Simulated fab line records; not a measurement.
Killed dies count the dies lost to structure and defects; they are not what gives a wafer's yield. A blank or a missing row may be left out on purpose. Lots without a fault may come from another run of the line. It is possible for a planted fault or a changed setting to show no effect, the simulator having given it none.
fab line records	flow n5-finfet	part 2 of 2: steps 22 to 28 of 28
record lots=5	wafers=15	last-day=18
route steps=1938 shown TV_LITHO@1882 TV_OPEN@1887 PAD_METAL@1893 PASSIVATION@1897
lots untouched by any fault: they come from a run of this same line in which no faults occurred
start-h: start of the lot's first displayed wafer, in hours after the record's first day	wait-h: time in hours since the lot's previous step	" as in the row above	L1.1+2: one row covering several wafers at once	- either no value or no given start	* or withheld: withheld	< > ~ a bound
route shown NAME@n: a module of which the file shows steps, and the number in the route of the first	usual: mean/standard deviation of fault-free wafers	same: alike in all rows	chamber/n: place in a boat	sites: readings site by site	_std_site: standard deviation of those values	_edge_site: the outer-site mean with the inner-site mean subtracted	radius-mm: for every site, how far away it sits from the centre of the wafer	mask NAME#n: copy n	behind: the most recent tool/chamber to have shaped the wafer	hold: cause of the lot's hold/its duration in hours/its outcome	device: the n, p or np transistor that did not switch	end of line: the same wafers' tests at the end of the route	a step with no rows: only its recipe	killed: the dies lost at the first sort to structure and to defects; this is not the yield of the wafer	map: the dies of a wafer, with x for killed, . for not killed, _ for no die there
set.NAME: the setting as run; set.NAME@STEP: as run at that earlier step	model.NAME: the simulator's own value behind a step, which no gauge read
lots at some steps of the route; a table a step, a row a wafer
services: from which hour (start-h, from the record's first day; less than 0 if before it) a tool's chamber was out of use, for how many hours, and why
## steps
# step N5_PASSIVATION_DEVELOP_29
# recipe develop-time-s=60	rinse-liquid=diw	dry=air-spin	dev-temp-c=21
# usual developer-temp-C=20.98/0.1
lot.wafer	tool	chamber	start-h	wait-h	developer-temp-C
L078.2	litho-track-03	0	-	-	20.81
L078.4	"	0	"	"	20.89
L078.5	"	0	"	"	20.85
L084.1	litho-track-05	0	-	-	21.06
L084.2	"	0	"	"	21.04
L084.5	"	0	"	"	21.20
L089.1	litho-track-01	0	-	-	20.93
L089.4	"	0	"	"	21.12
L089.6	"	0	"	"	21.04
L092.1	litho-track-03	0	-	-	21.10
L092.4	"	0	"	"	21.07
L092.5	"	0	"	"	21.05
L094.1	litho-track-05	0	-	-	20.93
L094.2	"	0	"	"	20.98
L094.4	"	0	"	"	20.96
# step N5_PASSIVATION_HARDBAKE_31
# recipe temp-c=130	time-s=120
lot.wafer	tool	chamber	start-h	wait-h
L078.2+4+5	litho-track-03	0	-	-
L084.1+2+5	litho-track-05	0	-	-
L089.1+4+6	litho-track-01	0	-	-
L092.1+4+5	litho-track-03	0	-	-
L094.1+2+4	litho-track-05	0	-	-
# step N5_PASSIVATION_CD_MEAS_30
# recipe target-cd-nm=4000	landing-energy-ev=500	detector=se-inlens	polarity=opening
# usual cd-nm=4000.4/2.1
lot.wafer	tool	chamber	start-h	wait-h	cd-nm
L078.2	cd-sem-03	0	328.21	-	4000.8
L078.4	"	0	"	"	3997.3
L078.5	"	0	"	"	3997.9
L084.1	cd-sem-01	0	367.60	-	4002.7
L084.2	"	0	"	"	4003.0
L084.5	"	0	"	"	4000.9
L089.1	cd-sem-03	0	404.22	-	3999.9
L089.4	"	0	"	"	4001.0
L089.6	"	0	"	"	4000.5
L092.1	cd-sem-02	0	407.30	-	4000.3
L092.4	"	0	"	"	3997.3
L092.5	"	0	"	"	3996.7
L094.1	cd-sem-01	0	429.27	-	4002.4
L094.2	"	0	"	"	4001.9
L094.4	"	0	"	"	4001.7
# step N5_PASSIVATION_OVL_MEAS_63
# recipe points-per-wafer=44
# usual PAD_OVL=2/5.3
lot.wafer	tool	chamber	start-h	wait-h	PAD_OVL[nm]
L078.2	overlay-02	0	328.24	0.0	1
L078.4	"	0	"	"	0
L078.5	"	0	"	"	-3
L084.1	overlay-02	0	367.63	0.0	10
L084.2	"	0	"	"	3
L084.5	"	0	"	"	11
L089.1	overlay-01	0	404.25	0.0	-1
L089.4	"	0	"	"	-6
L089.6	"	0	"	"	-3
L092.1	overlay-02	0	407.33	0.0	-5
L092.4	"	0	"	"	1
L092.5	"	0	"	"	-9
L094.1	overlay-02	0	429.30	0.0	2
L094.2	"	0	"	"	0
L094.4	"	0	"	"	9
# step N5_PASSIVATION_INSPECT_64
# recipe mode=adi	inspect-instrument=macro
# usual raw-defect-count=2.1/1.4
lot.wafer	tool	chamber	start-h	wait-h	raw-defect-count
L078.2	defect-inspect-01	-	328.26	0.0	2
L078.4	"	-	"	"	1
L078.5	"	-	"	"	3
L084.1	defect-inspect-02	-	367.65	0.0	0
L084.2	"	-	"	"	3
L084.5	"	-	"	"	1
L089.1	defect-inspect-02	-	404.27	0.0	2
L089.4	"	-	"	"	4
L089.6	"	-	"	"	2
L092.1	defect-inspect-01	-	407.35	0.0	2
L092.4	"	-	"	"	3
L092.5	"	-	"	"	0
L094.1	defect-inspect-02	-	429.32	0.0	1
L094.2	"	-	"	"	1
L094.4	"	-	"	"	3
# step N5_PASSIVATION_DESCUM_32
# recipe chemistry=O2	time-s=7.9	source-power-w=50	bias-power-w=20	pressure-mtorr=20	rf-frequency-hz=2.712e+07	temp-c=40	o2-flow-sccm=225
# usual chamber-pressure-mTorr=20.000/0.02	drypump-motor-current-A=5.6/0.53	o2-flow-sccm=225.0/0.7	oes-product-au=0.81/0.069	rf-fwd-power-W=49.62/0.17	rf-vpp-V=243.2/1.6	showerhead-plenum-p-Torr=2.10/0.079	temp-c=39.99/0.11	throttle-valve-pct=20.37/0.23
lot.wafer	tool	chamber	start-h	wait-h	chamber-pressure-mTorr	drypump-motor-current-A	o2-flow-sccm	oes-product-au	rf-fwd-power-W	rf-hours-counter-h	rf-vpp-V	showerhead-plenum-p-Torr	temp-c	throttle-valve-pct
L078.2	rie-diel-06	3	328.66	0.4	20.028	4.9	224.4	0.85	49.49	76	245.5	2.21	39.99	20.61
L078.4	"	0	"	"	19.989	5.3	225.9	0.82	49.55	67	242.1	2.11	40.04	20.38
L078.5	"	1	"	"	20.007	5.9	223.4	0.83	49.69	-	245.4	2.19	39.81	20.31
L084.1	rie-diel-03	3	367.68	0.0	19.972	5.7	226.8	0.74	49.55	159	242.0	1.99	40.07	20.31
L084.2	"	0	"	"	19.966	5.2	224.3	0.74	49.36	166	245.0	2.16	40.15	20.51
L084.5	"	3	"	"	19.984	5.7	224.7	0.74	49.62	-	240.5	1.99	40.03	20.31
L089.1	rie-diel-06	3	404.31	0.0	19.981	4.9	224.6	0.82	49.58	106	244.3	2.19	39.97	20.65
L089.4	"	2	"	"	19.997	5.4	224.6	0.84	49.50	-	243.3	2.14	39.90	20.47
L089.6	"	1	"	"	20.015	5.9	224.8	0.80	49.61	-	245.0	2.18	40.03	20.35
L092.1	rie-diel-06	1	407.60	0.3	19.994	5.9	225.2	0.80	49.81	120	244.5	2.18	40.08	20.35
L092.4	"	3	"	"	20.022	5.0	225.0	0.82	49.62	-	243.9	2.19	39.93	20.65
L092.5	"	2	"	"	20.006	5.3	226.2	0.84	49.63	-	244.5	2.13	40.11	20.45
L094.1	rie-diel-04	1	429.41	0.1	19.999	5.8	225.2	0.91	49.51	11	245.6	2.23	40.12	19.75
L094.2	"	0	"	"	20.002	5.0	226.0	0.74	49.48	188	240.2	2.00	40.22	20.64
L094.4	"	2	"	"	20.010	6.8	224.3	0.87	49.60	42	241.9	2.03	39.96	20.47
# step N5_PASSIVATION_AL_ETCH_33
# recipe chemistry=Cl2/BCl3	target-depth-a=28000	over-etch-frac=0.15	Cl2_flow_sccm=180	bcl3-flow-sccm=60	target=Al	stop-on=TaN	time-s=466.7	ion-energy-ev=100	pressure-mtorr=10	icp-w=900	bias-w=100
# usual chamber-pressure-mTorr=10.000/0.0085	drypump-motor-current-A=5.7/0.7	he-backside-leak-sccm=3.33/0.18	oes-product-au=0.72/0.076	rf-fwd-power-W=898.8/2.3	throttle-valve-pct=34.42/0.28
lot.wafer	tool	chamber	start-h	wait-h	chamber-pressure-mTorr	drypump-motor-current-A	he-backside-leak-sccm	oes-product-au	rf-fwd-power-W	rf-hours-counter-h	throttle-valve-pct
L078.2	rie-metal-02	0	328.88	0.2	9.998	5.7	3.61	0.73	902.4	-	33.90
L078.4	"	0	"	"	9.993	5.7	3.67	0.74	897.8	-	33.89
L078.5	"	0	"	"	10.006	5.7	3.68	0.74	898.0	-	33.88
L084.1	rie-metal-02	1	367.79	0.1	9.986	5.9	3.40	0.87	901.4	2	34.51
L084.2	"	0	"	"	10.017	5.6	3.51	0.72	898.5	31	33.90
L084.5	"	0	"	"	9.998	5.7	3.71	0.72	898.7	-	33.89
L089.1	rie-metal-02	1	404.39	0.1	10.004	5.9	3.06	0.84	897.9	5	34.53
L089.4	"	0	"	"	10.005	5.7	3.71	0.72	900.9	-	33.91
L089.6	"	0	"	"	9.997	5.6	3.82	0.72	894.5	-	33.91
L092.1	rie-metal-01	0	407.69	0.1	9.994	6.7	3.15	0.64	898.1	66	34.80
L092.4	"	0	"	"	9.992	6.7	3.26	0.64	898.9	-	34.78
L092.5	"	0	"	"	10.008	6.7	3.22	0.64	899.8	-	34.81
L094.1	rie-metal-03	1	429.50	0.1	9.994	5.1	3.14	0.64	897.4	70	34.22
L094.2	"	1	"	"	10.001	5.1	3.11	0.65	899.4	-	34.21
L094.4	"	1	"	"	10.005	5.1	3.25	0.64	898.0	-	34.23
## services
tool	chamber	start-h	hours	kind
rie-metal-03	1	308.86	17.4	repair
rie-diel-01	0	309.55	5.6	repair
rie-diel-03	0	314.36	19.1	repair
rie-diel-03	1	319.35	9.5	repair
rie-diel-01	-	320.61	2.8	pm
krf-scanner-01	-	329.36	1.0	pm
rie-diel-06	0	335.30	4.4	repair
rie-diel-03	3	338.59	11.0	repair
rie-diel-04	2	358.26	6.6	repair
krf-scanner-01	-	361.32	0.4	repair
rie-diel-01	3	370.74	13.1	repair
krf-scanner-02	-	377.11	1.3	pm
krf-scanner-02	-	378.41	0.8	pm
rie-diel-06	2	379.85	11.7	repair
rie-diel-03	2	380.00	12.7	repair
krf-scanner-02	-	381.70	5.3	repair
rie-diel-02	3	383.28	7.3	repair
rie-diel-06	0	386.76	22.5	repair
rie-diel-03	2	394.52	8.1	repair
rie-diel-06	-	396.50	0.7	repair
krf-scanner-01	-	408.46	0.8	pm
rie-metal-03	1	414.67	6.6	repair
krf-scanner-01	-	421.09	1.3	pm
rie-metal-03	0	427.61	15.8	repair
